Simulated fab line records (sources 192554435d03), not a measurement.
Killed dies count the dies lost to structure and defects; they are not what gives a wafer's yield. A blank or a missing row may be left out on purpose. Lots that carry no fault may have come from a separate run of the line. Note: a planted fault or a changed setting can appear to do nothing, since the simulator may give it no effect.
fab line records :: flow n5_finfet
record:
  lots: 3
  wafers: 9
  last_day: 17
route steps=1938 shown PMOS_HMC_CHANNEL_EPI@86 FIN_SAQP@90 BEOL_M4@1111 PASSIVATION@1936
lots that met no fault: taken from a fault-free run of the same line
start_h: start of the lot's first displayed wafer, in hours after the record's first day :: wait_h: hours since the lot's step before :: " same as the row above :: L1.1+2: several wafers, shown together as one row :: - no value, or no start was given :: * or withheld: withheld :: < > ~ a bound
route shown NAME@n: names a module that has steps shown in the file, with the first one's number in the route :: usual: mean/standard deviation taken from wafers without a fault :: same: alike in all rows :: chamber/n: place in a boat :: sites: the reading at each site :: _std_site: their standard deviation :: _edge_site: the outer-site mean with the inner-site mean subtracted :: radius_mm: how far each site lies from the wafer's centre :: mask NAME#n: copy n :: behind: the tool/chamber that last shaped the wafer :: hold: why the lot was held/for how many hours/how that ended :: device: names the non-switching transistor (n, p or np) :: end of line: tests of these same wafers at the route's end :: step lacking rows: just its recipe :: killed: not the wafer's yield, but the dies lost to structure and defects at the first sort :: map: per-die view of a wafer (x killed, . not killed, _ where there is no die)
set.NAME: the setting that was run; set.NAME@STEP: the one run at that earlier step :: model.NAME: the simulator's own value behind a step, which no gauge read
certain route steps with their lots: each step a table, each wafer a row
services: when a tool's chamber went out of use (start_h, in hours from the record's first day, below 0 if earlier), for how many hours, and the reason
== steps ==
step: N5_PMOS_HMC_CHANNEL_EPI_SRD_25
recipe:
  dry: ipa_marangoni
  do_ppb: 5
  time_s: 30
  temp_c: 23
  rinse_liquid: diw
step: N5_PMOS_HMC_CHANNEL_EPI_EPI_26
recipe:
  material: Si
  target_thk_a: 38
  temp_c: 650
  precursor: SiH4/H2
  pressure_torr: 20
  time_s: 22.7
step: N5_FIN_SAQP_PRECLEAN_42
recipe:
  chemistry: O3/DIW
  time_s: 60
  temp_c: 22
  o3_ppm: 10
step: N5_FIN_SAQP_PRECLEAN_00
recipe:
  chemistry: SC1
  time_s: 60
  temp_c: 55
  mix: 1:2:50
step: N5_FIN_SAQP_PRECLEAN_44
recipe:
  chemistry: SC2
  time_s: 45
  temp_c: 35
  mix: 1:1:50
step: N5_FIN_SAQP_SRD_01
recipe:
  dry: ipa_marangoni
  time_s: 30
  temp_c: 23
  rinse_liquid: diw
step: N5_FIN_SAQP_ALD_61
recipe:
  material: SiO2
  target_thk_a: 40
  temp_c: 300
  ald_precursor_family: BDEAS
  ald_co_reactant: O2-plasma
  pulse_time_s: 1
  purge_time_s: 2
  co_reactant_purge_time_s: 2
  ald_cycles: 43
  pressure_torr: 2
step: N5_FIN_SAQP_DENSIFY_62
recipe:
  temp_c: 700
  time_s: 60
  ambient: N2
  idle_temp_c: 600
  ramp_up_c_per_s: 150
  ramp_down_c_per_s: 60
  cool_to_c: 600
step: N5_FIN_SAQP_HM_DEP_03
recipe:
  material: SiNx
  target_thk_a: 380
  temp_c: 400
  precursor: SiH4/NH3/N2
  pressure_torr: 1.5
  rf_w: 300
  time_s: 33.6
step: N5_FIN_SAQP_PECVD_47
recipe:
  material: a-Si
  target_thk_a: 450
  temp_c: 400
  precursor: SiH4/He
  pressure_torr: 3
  rf_w: 100
  time_s: 36.3
usual:
  heater_power_w: 876/60
  run_length_s: 72.7/0.48
  showerhead_plenum_p_Torr: 5.67/0.047
  throttle_valve_pct: 18.2/0.79
lot.wafer: L350.3
tool: pecvd-04
chamber: 1
start_h: 33.06
wait_h: 0.0
heater_power_w: 956
run_length_s: 73.3
showerhead_plenum_p_Torr: 5.69
throttle_valve_pct: 17.8
model.a-Si_of_FIN_SAQP_PECVD_47.thk_nm: 44.83

lot.wafer: L350.5
tool: pecvd-04
chamber: 2
start_h: 33.06
wait_h: 0.0
heater_power_w: 840
run_length_s: 72.4
showerhead_plenum_p_Torr: 5.65
throttle_valve_pct: 16.8
model.a-Si_of_FIN_SAQP_PECVD_47.thk_nm: 45.38

lot.wafer: L350.6
tool: pecvd-04
chamber: 0
start_h: 33.06
wait_h: 0.0
heater_power_w: 917
run_length_s: 72.6
showerhead_plenum_p_Torr: 5.62
throttle_valve_pct: 18.3
model.a-Si_of_FIN_SAQP_PECVD_47.thk_nm: 45.04

lot.wafer: L364.1
tool: pecvd-04
chamber: 1
start_h: 117.18
wait_h: 0.0
heater_power_w: 907
run_length_s: 82.3
showerhead_plenum_p_Torr: 5.71
throttle_valve_pct: 17.5
model.a-Si_of_FIN_SAQP_PECVD_47.thk_nm: 55.92

lot.wafer: L364.4
tool: pecvd-04
chamber: 1
start_h: 117.18
wait_h: 0.0
heater_power_w: 875
run_length_s: 73.6
showerhead_plenum_p_Torr: 5.69
throttle_valve_pct: 17.3
model.a-Si_of_FIN_SAQP_PECVD_47.thk_nm: 45.21

lot.wafer: L364.6
tool: pecvd-04
chamber: 0
start_h: 117.18
wait_h: 0.0
heater_power_w: 793
run_length_s: 72.5
showerhead_plenum_p_Torr: 5.64
throttle_valve_pct: 18.4
model.a-Si_of_FIN_SAQP_PECVD_47.thk_nm: 44.75

lot.wafer: L368.1
tool: pecvd-01
chamber: 2
start_h: 141.72
wait_h: 0.0
heater_power_w: 884
run_length_s: 72.4
showerhead_plenum_p_Torr: 5.71
throttle_valve_pct: 18.6
model.a-Si_of_FIN_SAQP_PECVD_47.thk_nm: 44.61

lot.wafer: L368.4
tool: pecvd-01
chamber: 1
start_h: 141.72
wait_h: 0.0
heater_power_w: 880
run_length_s: 72.1
showerhead_plenum_p_Torr: 5.60
throttle_valve_pct: 18.2
model.a-Si_of_FIN_SAQP_PECVD_47.thk_nm: 44.51

lot.wafer: L368.6
tool: pecvd-01
chamber: 2
start_h: 141.72
wait_h: 0.0
heater_power_w: 875
run_length_s: 72.8
showerhead_plenum_p_Torr: 5.71
throttle_valve_pct: 18.7
model.a-Si_of_FIN_SAQP_PECVD_47.thk_nm: 44.56
step: N5_FIN_SAQP_PECVD_48
recipe:
  material: SiNx
  target_thk_a: 250
  temp_c: 400
  precursor: SiH4/NH3/N2
  pressure_torr: 1.5
  rf_w: 300
  time_s: 22.1
step: N5_FIN_SAQP_PECVD_06
recipe:
  material: a-Si
  target_thk_a: 600
  temp_c: 400
  precursor: SiH4/He
  pressure_torr: 3
  rf_w: 100
  time_s: 48.1
step: N5_FIN_SAQP_HM_DEP_72
recipe:
  material: SiO2
  target_thk_a: 120
  temp_c: 400
  precursor: SiH4/N2O
  pressure_torr: 0.75
  rf_w: 275
  time_s: 7.2
step: N5_FIN_SAQP_COAT_49
recipe:
  resist: SOC
  temp_c: 250
  time_s: 60
  spin_rpm: 1500
  resist_thk_nm: 100
step: N5_FIN_SAQP_COAT_50
recipe:
  resist: SiARC
  temp_c: 220
  time_s: 60
  spin_rpm: 1500
  resist_thk_nm: 35
step: N5_FIN_SAQP_COAT_10
recipe:
  resist: CAR-ArF
  spin_rpm: 1500
  resist_thk_nm: 90
step: N5_FIN_SAQP_EBR_12
recipe:
  solvent: PGMEA
  ebr_width_mm: 1.5
step: N5_FIN_SAQP_SOFTBAKE_11
recipe:
  temp_c: 110
  time_s: 60
  resist: CAR-ArF
step: N5_FIN_SAQP_EXPOSE_13
recipe:
  mask_id: FIN_CORE
  na: 1.35
  source_shape: dipole
  sigma_inner: 0.538
  sigma_outer: 0.738
  polarization: te
  target_cd_nm: 35.6
  dose_mj: 63.25
step: N5_FIN_SAQP_PEB_14
recipe:
  peb_temp_c: withheld
  peb_time_s: 60
  resist: CAR-ArF
step: N5_FIN_SAQP_DEVELOP_15
recipe:
  develop_time_s: 30
  developer: TMAH
  resist: CAR-ArF
  dev_temp_c: 23
  rinse_liquid: diw
  dry: air_spin
step: N5_FIN_SAQP_DESCUM_21
recipe:
  chemistry: O2
  time_s: 7.9
  source_power_w: 50
  bias_power_w: 20
  pressure_mtorr: 20
  rf_frequency_hz: 2.712e+07
  temp_c: 40
  resist: CAR-ArF
  o2_flow_sccm: 225
step: N5_FIN_SAQP_ETCH_51
recipe:
  chemistry: CF4
  target: SiARC
  target_depth_a: 455
  mask_material: CAR-ArF
  time_s: 75.8
  ion_energy_ev: 80
  pressure_mtorr: 40
  source_w: 545
  bias_w: 36
  Ar_flow_sccm: 100
  cf4_flow_sccm: 100
  ends: cleared
step: N5_FIN_SAQP_ETCH_52
recipe:
  chemistry: N2/H2
  target: SOC
  target_depth_a: 1000
  overetch_a: 200
  mask_material: SiARC
  temp_c: 40
  time_s: 150
  ion_energy_ev: 200
  pressure_mtorr: 30
  source_w: 840
  bias_w: 150
  n2_flow_sccm: 200
  h2_flow_sccm: 200
  ends: end_point
step: N5_FIN_SAQP_STRIP_53
recipe:
  chemistry: N2/H2
  temp_c: 40
  n2_flow_sccm: 200
  h2_flow_sccm: 200
  rf_frequency_hz: 6e+07
step: N5_FIN_SAQP_HM_OPEN_73
recipe:
  chemistry: CHF3/O2
  target: SiO2
  stop_on: a-Si
  target_depth_a: 120
  over_etch_frac: 1.8
  mask_material: SOC
  time_s: 16.8
  pressure_mtorr: 30
  source_w: 650
  bias_w: 170
  Ar_flow_sccm: 200
  CHF3_flow_sccm: 50
  O2_flow_sccm: 5
  ion_energy_ev: 200
  ends: end_point
step: N5_FIN_SAQP_STRIP_74
recipe:
  chemistry: CHF3/O2
  resist: SiARC
  rf_frequency_hz: 6e+07
step: N5_FIN_SAQP_MANDREL_ETCH_22
recipe:
  target_depth_a: 600
  chemistry: HBr/Cl2
  target: a-Si
  stop_on: SiNx
  bt_time_s: 10
  over_etch_frac: 0.5
  time_s: 30
  pressure_mtorr: 10
  icp_w: 800
  bias_w: 75
  HBr_flow_sccm: 150
  Cl2_flow_sccm: 80
  ends: end_point
step: N5_FIN_SAQP_STRIP_55
recipe:
  chemistry: N2/H2
  power_w: 500
  temp_c: 40
  pressure_mtorr: 50
  rf_frequency_hz: 6e+07
  overash_fraction: 0.3
  bias_power_w: 28
  h2_frac: 0.5
  n2_flow_sccm: 300
  h2_flow_sccm: 300
step: N5_FIN_SAQP_STRIP_23
recipe:
  chemistry: SPM
  time_s: 750
  temp_c: 130
  h2so4_h2o2_vol_ratio: 4
step: N5_FIN_SAQP_SRD_66
recipe:
  dry: ipa_marangoni
  time_s: 30
  temp_c: 23
  rinse_liquid: diw
step: N5_FIN_SAQP_RECESS_75
recipe:
  chemistry: HF/NH3
  target: SiO2
  target_depth_a: 144
  afs_cycles: 3
  temp_c: 30
  sublimation_temp_c: 180
  sublimation_time_s: 60
step: N5_FIN_SAQP_SPACER1_ALD_24
recipe:
  material: SiO2
  target_thk_a: 203
  temp_c: 300
  ald_precursor_family: BDEAS
  ald_co_reactant: O2-plasma
  pulse_time_s: 1
  purge_time_s: 2
  co_reactant_purge_time_s: 2
  ald_cycles: 218
  pressure_torr: 2
step: N5_FIN_SAQP_SPACER1_ETCHBACK_25
recipe:
  chemistry: CHF3/O2
  mode: anisotropic_etchback
  target: SiO2
  target_depth_a: 244
  time_s: 12.2
  pressure_mtorr: 30
  source_w: 650
  bias_w: 170
  Ar_flow_sccm: 200
  CHF3_flow_sccm: 50
  O2_flow_sccm: 5
  ion_energy_ev: 200
step: N5_FIN_SAQP_MANDREL1_REMOVE_56
recipe:
  chemistry: HBr/Cl2/O2
  bt_time_s: 10
  target: a-Si
  stop_on: SiNx
  endpoint: OES-SiCl
  over_etch_frac: 1
  icp_w: 600
  bias_w: 22
  HBr_flow_sccm: 150
  Cl2_flow_sccm: 80
  O2_flow_sccm: 5
  pressure_mtorr: 10
step: N5_FIN_SAQP_MANDREL_ETCH_58
recipe:
  chemistry: HBr/Cl2
  target: a-Si
  target_depth_a: 450
  bt_time_s: 10
  stop_on: SiNx
  mask_material: SiO2
  over_etch_frac: 0.8
  time_s: 27
  pressure_mtorr: 10
  icp_w: 800
  bias_w: 75
  HBr_flow_sccm: 150
  Cl2_flow_sccm: 80
  ends: end_point
usual:
  drypump_motor_current_A: 6.0/0.43
  oes_product_au: 0.695/0.011
  throttle_valve_pct: 35.5/0.31
lot.wafer: L350.3
tool: rie_si-01
chamber: 2
start_h: 36.05
wait_h: 0.0
drypump_motor_current_A: 5.5
oes_product_au: 0.724
rf_hours_counter_h: 29
throttle_valve_pct: 35.3
model.etch.depth_nm: 44.83

lot.wafer: L350.5
tool: rie_si-01
chamber: 1
start_h: 36.05
wait_h: 0.0
drypump_motor_current_A: 5.3
oes_product_au: 0.698
rf_hours_counter_h: -
throttle_valve_pct: 35.9
model.etch.depth_nm: 45.38

lot.wafer: L350.6
tool: rie_si-01
chamber: 2
start_h: 36.05
wait_h: 0.0
drypump_motor_current_A: 5.4
oes_product_au: 0.717
rf_hours_counter_h: -
throttle_valve_pct: 35.3
model.etch.depth_nm: 45.04

lot.wafer: L364.1
tool: rie_si-04
chamber: 1
start_h: 120.14
wait_h: 0.0
drypump_motor_current_A: 6.5
oes_product_au: 0.790
rf_hours_counter_h: 10
throttle_valve_pct: 35.3
model.etch.depth_nm: 55.92

lot.wafer: L364.4
tool: rie_si-04
chamber: 0
start_h: 120.14
wait_h: 0.0
drypump_motor_current_A: 6.1
oes_product_au: 0.683
rf_hours_counter_h: 4
throttle_valve_pct: 35.7
model.etch.depth_nm: 45.21

lot.wafer: L364.6
tool: rie_si-04
chamber: 2
start_h: 120.14
wait_h: 0.0
drypump_motor_current_A: 6.0
oes_product_au: 0.707
rf_hours_counter_h: -
throttle_valve_pct: 35.2
model.etch.depth_nm: 44.75

lot.wafer: L368.1
tool: rie_si-01
chamber: 1
start_h: 144.84
wait_h: 0.0
drypump_motor_current_A: 5.3
oes_product_au: 0.684
rf_hours_counter_h: 125
throttle_valve_pct: 35.9
model.etch.depth_nm: 44.61

lot.wafer: L368.4
tool: rie_si-01
chamber: 3
start_h: 144.84
wait_h: 0.0
drypump_motor_current_A: 5.5
oes_product_au: 0.681
rf_hours_counter_h: 67
throttle_valve_pct: 36.1
model.etch.depth_nm: 44.51

lot.wafer: L368.6
tool: rie_si-01
chamber: 3
start_h: 144.84
wait_h: 0.0
drypump_motor_current_A: 5.5
oes_product_au: 0.684
rf_hours_counter_h: -
throttle_valve_pct: 36.1
model.etch.depth_nm: 44.56
step: N5_BEOL_M4_RC_MEAS_101
usual:
  DIBL_N: 36.1/1.6
  DIBL_P: 35.8/2.1
  IOFF_N: 0.16/0.031
  IOFF_P: 0.21/0.034
  ION_N: 673/12
  ION_P: 461/7.2
  SS_N: 71.4/0.59
  SS_P: 73.3/0.63
  VT_N: 250/3.1
  VT_P: -250/3.3
lot.wafer: L350.3
tool: prober-02
chamber: 0
start_h: 186.35
wait_h: 0.3
DIBL_N[mV/V]: 35.4
DIBL_P[mV/V]: 35.2
IOFF_N[nA/um]: 0.12
IOFF_P[nA/um]: 0.18
ION_N[uA/um]: 651
ION_P[uA/um]: 460
SS_N[mV/dec]: 71.8
SS_P[mV/dec]: 73.1
VT_N[mV]: 252
VT_P[mV]: -251

lot.wafer: L350.5
tool: prober-02
chamber: 0
start_h: 186.35
wait_h: 0.3
DIBL_N[mV/V]: 34.6
DIBL_P[mV/V]: 33.7
IOFF_N[nA/um]: 0.12
IOFF_P[nA/um]: 0.16
ION_N[uA/um]: 666
ION_P[uA/um]: 452
SS_N[mV/dec]: 70.6
SS_P[mV/dec]: 72.8
VT_N[mV]: 254
VT_P[mV]: -255

lot.wafer: L350.6
tool: prober-02
chamber: 0
start_h: 186.35
wait_h: 0.3
DIBL_N[mV/V]: 36.8
DIBL_P[mV/V]: 36.7
IOFF_N[nA/um]: 0.15
IOFF_P[nA/um]: 0.20
ION_N[uA/um]: 675
ION_P[uA/um]: 462
SS_N[mV/dec]: 72.1
SS_P[mV/dec]: 73.5
VT_N[mV]: 250
VT_P[mV]: -250

lot.wafer: L364.1
tool: prober-01
chamber: 0
start_h: 274.64
wait_h: 0.0
DIBL_N[mV/V]: 38.7
DIBL_P[mV/V]: 38.6
IOFF_N[nA/um]: 0.18
IOFF_P[nA/um]: 0.21
ION_N[uA/um]: 669
ION_P[uA/um]: 453
SS_N[mV/dec]: 72.0
SS_P[mV/dec]: 73.8
VT_N[mV]: 247
VT_P[mV]: -253

lot.wafer: L364.4
tool: prober-01
chamber: 0
start_h: 274.64
wait_h: 0.0
DIBL_N[mV/V]: 36.3
DIBL_P[mV/V]: 36.3
IOFF_N[nA/um]: 0.14
IOFF_P[nA/um]: 0.18
ION_N[uA/um]: 663
ION_P[uA/um]: 455
SS_N[mV/dec]: 71.1
SS_P[mV/dec]: 73.9
VT_N[mV]: 249
VT_P[mV]: -255

lot.wafer: L364.6
tool: prober-01
chamber: 0
start_h: 274.64
wait_h: 0.0
DIBL_N[mV/V]: 37.9
DIBL_P[mV/V]: 38.0
IOFF_N[nA/um]: 0.17
IOFF_P[nA/um]: 0.21
ION_N[uA/um]: 671
ION_P[uA/um]: 453
SS_N[mV/dec]: 71.6
SS_P[mV/dec]: 73.8
VT_N[mV]: 249
VT_P[mV]: -254

lot.wafer: L368.1
tool: prober-02
chamber: 0
start_h: 295.03
wait_h: 0.0
DIBL_N[mV/V]: 36.1
DIBL_P[mV/V]: 36.2
IOFF_N[nA/um]: 0.17
IOFF_P[nA/um]: 0.25
ION_N[uA/um]: 675
ION_P[uA/um]: 465
SS_N[mV/dec]: 72.4
SS_P[mV/dec]: 74.2
VT_N[mV]: 247
VT_P[mV]: -245

lot.wafer: L368.4
tool: prober-02
chamber: 0
start_h: 295.03
wait_h: 0.0
DIBL_N[mV/V]: 35.5
DIBL_P[mV/V]: 35.8
IOFF_N[nA/um]: 0.16
IOFF_P[nA/um]: 0.23
ION_N[uA/um]: 671
ION_P[uA/um]: 468
SS_N[mV/dec]: 71.3
SS_P[mV/dec]: 74.2
VT_N[mV]: 248
VT_P[mV]: -247

lot.wafer: L368.6
tool: prober-02
chamber: 0
start_h: 295.03
wait_h: 0.0
DIBL_N[mV/V]: 36.2
DIBL_P[mV/V]: 37.0
IOFF_N[nA/um]: 0.16
IOFF_P[nA/um]: 0.25
ION_N[uA/um]: 672
ION_P[uA/um]: 470
SS_N[mV/dec]: 71.8
SS_P[mV/dec]: 73.3
VT_N[mV]: 250
VT_P[mV]: -246
step: N5_PASSIVATION_PROBE_49
usual:
  defect_limited_yield: 91.0/1.5
  killed_at_M0_to_M3: 35/11
  killed_at_M4_up: 13/6
  killed_at_contacts: 14/6.5
  killed_at_front_end: 40/12
  killed_at_other: 4/3.4
  killed_dies: 106/18
  killed_on_rim: 14/4.7
  killed_open: 68/14
  killed_short: 35/7.7
  sort_bin_5_function: 5.2/0.98
  sort_bin_6_memory: 3.4/0.72
  sort_n_pass: 1074/18
  sort_yield_pct: 91.0/1.5
same:
  gross_dies: 1180
  killed_at_back_side: 0
  sort_bin_4_leakage[%]: 0
  sort_bin_8_speed[%]: 0
lot.wafer: L364.1
tool: prober-01
chamber: -
start_h: 379.54
wait_h: 0.0
defect_limited_yield[%]: 88.9
killed_at_M0_to_M3: 48
killed_at_M4_up: 9
killed_at_contacts: 13
killed_at_front_end: 59
killed_at_other: 2
killed_dies: 131
killed_on_rim: 20
killed_open: 84
killed_short: 39
sort_bin_5_function[%]: 6.0
sort_bin_6_memory[%]: 4.4
sort_n_pass: 1049
sort_yield_pct[%]: 88.9

lot.wafer: L364.4
tool: prober-01
chamber: -
start_h: 379.69
wait_h: 0.2
defect_limited_yield[%]: 92.5
killed_at_M0_to_M3: 25
killed_at_M4_up: 13
killed_at_contacts: 9
killed_at_front_end: 41
killed_at_other: 1
killed_dies: 89
killed_on_rim: 8
killed_open: 55
killed_short: 29
sort_bin_5_function[%]: 4.4
sort_bin_6_memory[%]: 2.9
sort_n_pass: 1091
sort_yield_pct[%]: 92.5

lot.wafer: L364.6
tool: prober-01
chamber: -
start_h: 379.79
wait_h: 0.3
defect_limited_yield[%]: 91.0
killed_at_M0_to_M3: 29
killed_at_M4_up: 21
killed_at_contacts: 17
killed_at_front_end: 38
killed_at_other: 1
killed_dies: 106
killed_on_rim: 16
killed_open: 68
killed_short: 36
sort_bin_5_function[%]: 5.3
sort_bin_6_memory[%]: 3.5
sort_n_pass: 1074
sort_yield_pct[%]: 91.0
killed by level:class
L364.1 STI_FIN_REVEAL:geometric_particle:open=12 BEOL_M1:geometric_particle:open=11 FIN_SAQP:geometric_particle:open=10 BEOL_M0_SAQP:geometric_particle:short=10 MOL_CONTACT_COAG:geometric_particle:open=9 FIN_SAQP:geometric_particle:short=8 BEOL_M0_SAQP:geometric_particle:open=8 BEOL_M0:geometric_particle:open=7
L364.4 FIN_SAQP:geometric_particle:short=10 STI_FIN_REVEAL:geometric_particle:open=9 MOL_CONTACT_COAG:geometric_particle:open=8 BEOL_M2:geometric_particle:open=6 STARTING-WAFER:geometric_particle:open=5 BEOL_M1:geometric_particle:open=5 BEOL_M5:geometric_particle:open=4 DUMMY_GATE:geometric_particle:open=3
L364.6 MOL_CONTACT_COAG:geometric_particle:open=11 BEOL_M4:geometric_particle:open=11 FIN_SAQP:geometric_particle:open=9 BEOL_M0_SAQP:geometric_particle:short=9 STARTING-WAFER:geometric_particle:short=6 FIN_SAQP:geometric_particle:short=5 MOL_CONTACT_COAG:geometric_particle:short=5 BEOL_M0_SAQP:geometric_particle:open=5
== services ==
tool: pecvd-01
chamber: 2
start_h: 9.87
hours: 8.6
kind: repair

tool: rie_si-04
chamber: -
start_h: 15.56
hours: 4.1
kind: repair

tool: pecvd-01
chamber: 0
start_h: 29.28
hours: 4.6
kind: scheduled_down

tool: pecvd-04
chamber: 0
start_h: 33.68
hours: 12.9
kind: repair

tool: pecvd-01
chamber: 1
start_h: 58.75
hours: 2.1
kind: scheduled_down

tool: pecvd-04
chamber: 2
start_h: 59.34
hours: 2.1
kind: scheduled_down

tool: rie_si-04
chamber: 0
start_h: 82.52
hours: 3.3
kind: repair

tool: pecvd-04
chamber: 2
start_h: 83.32
hours: 2.2
kind: repair

tool: pecvd-01
chamber: -
start_h: 89.84
hours: 28.1
kind: pm

tool: pecvd-04
chamber: 2
start_h: 103.97
hours: 5.5
kind: scheduled_down

tool: rie_si-04
chamber: 1
start_h: 125.56
hours: 1.6
kind: repair

tool: pecvd-01
chamber: 0
start_h: 131.43
hours: 10.7
kind: repair
== key ==
first_sign:
  step: N5_FIN_SAQP_PECVD_47
  reading: run_length_s
  direction: up
  sigmas: 20
  usual: *
  struck: *
effect:
  step: N5_FIN_SAQP_MANDREL_ETCH_58
  reading: oes_product_au
  direction: up
  sigmas: 8.3
  usual: 0.695
  struck: 0.790
model_effect:
  step: N5_FIN_SAQP_PECVD_47
  value: a-Si_of_FIN_SAQP_PECVD_47.thk_nm
  without: 45.06
  struck: 55.92
model_effect:
  step: N5_FIN_SAQP_MANDREL_ETCH_58
  value: etch.depth_nm
  without: 45.06
  struck: 55.92
met_at N5_FIN_SAQP_PECVD_47
struck_wafers L364.1
onset_between 33.06 117.18
fault:
  kind: process_parameter_drift
  tool: pecvd-04
  chamber: -
  onset_h: 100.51
  steps: N5_FIN_SAQP_PECVD_47
  channel: time_s
  offset: *
  shape: step
  end_h: 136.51
  scope: struck_wafers_only
  acts_in: *
  stated: *
